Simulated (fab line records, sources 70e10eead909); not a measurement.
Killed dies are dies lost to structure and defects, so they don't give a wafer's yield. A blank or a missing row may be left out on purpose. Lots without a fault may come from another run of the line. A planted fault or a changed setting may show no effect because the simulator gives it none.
Chamber matching | flow nand_harc | NHARC_A_CHANNEL_FILL_D2_STRIP_28 on rie_diel-01: 4 sister chambers
The step strips in O2, time 20 s. 4 wafers are shown with their chamber, then 12 later ones without.

WAFERS WITH THEIR CHAMBER
wafer  | chamber | drypump_motor_current_A (A)
L088.2 | 1       | 5.1
L088.4 | 2       | 5.8
L088.5 | 0       | 5.2
L088.6 | 3       | 6.1

WAFERS WITHOUT THEIR CHAMBER
wafer  | drypump_motor_current_A (A)
L090.1 | 5.2
L090.2 | 5.9
L090.3 | 6.2
L090.4 | 5.1
L090.5 | 5.8
L090.6 | 6.2
L092.3 | 6.1
L092.4 | 5.8
L092.5 | 6.2
L095.2 | 5.2
L095.4 | 5.8
L095.5 | 5.8

WHICH CHAMBER EACH WENT THROUGH
wafer  | from the rows above     | in truth
L090.1 | can't be placed: 0 or 1 | 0
L090.2 | can't be placed: 2 or 3 | 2
L090.3 | 3                       | 3
L090.4 | can't be placed: 1 or 0 | 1
L090.5 | 2                       | 2
L090.6 | 3                       | 3
L092.3 | 3                       | 3
L092.4 | 2                       | 2
L092.5 | 3                       | 3
L095.2 | can't be placed: 0 or 1 | 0
L095.4 | 2                       | 2
L095.5 | 2                       | 2
Placed correctly: 8 of 12. Can't be placed from these rows: 4 (the true chamber is among the candidates in 4). Placed wrongly: 0.
How it was worked out, from the rows above alone: a wafer's distance from a chamber is the root of the sum, over the readings, of the square of ((its reading less the chamber's mean) divided by the reading's scatter). The wafer belongs to the nearest chamber; if the next one is less than 2 further off, it can't be placed. A chamber's mean is the mean of its shown wafers. The scatter: with one shown wafer a chamber, the root of the mean of the squares of how far each hidden wafer lies from its nearest shown one.
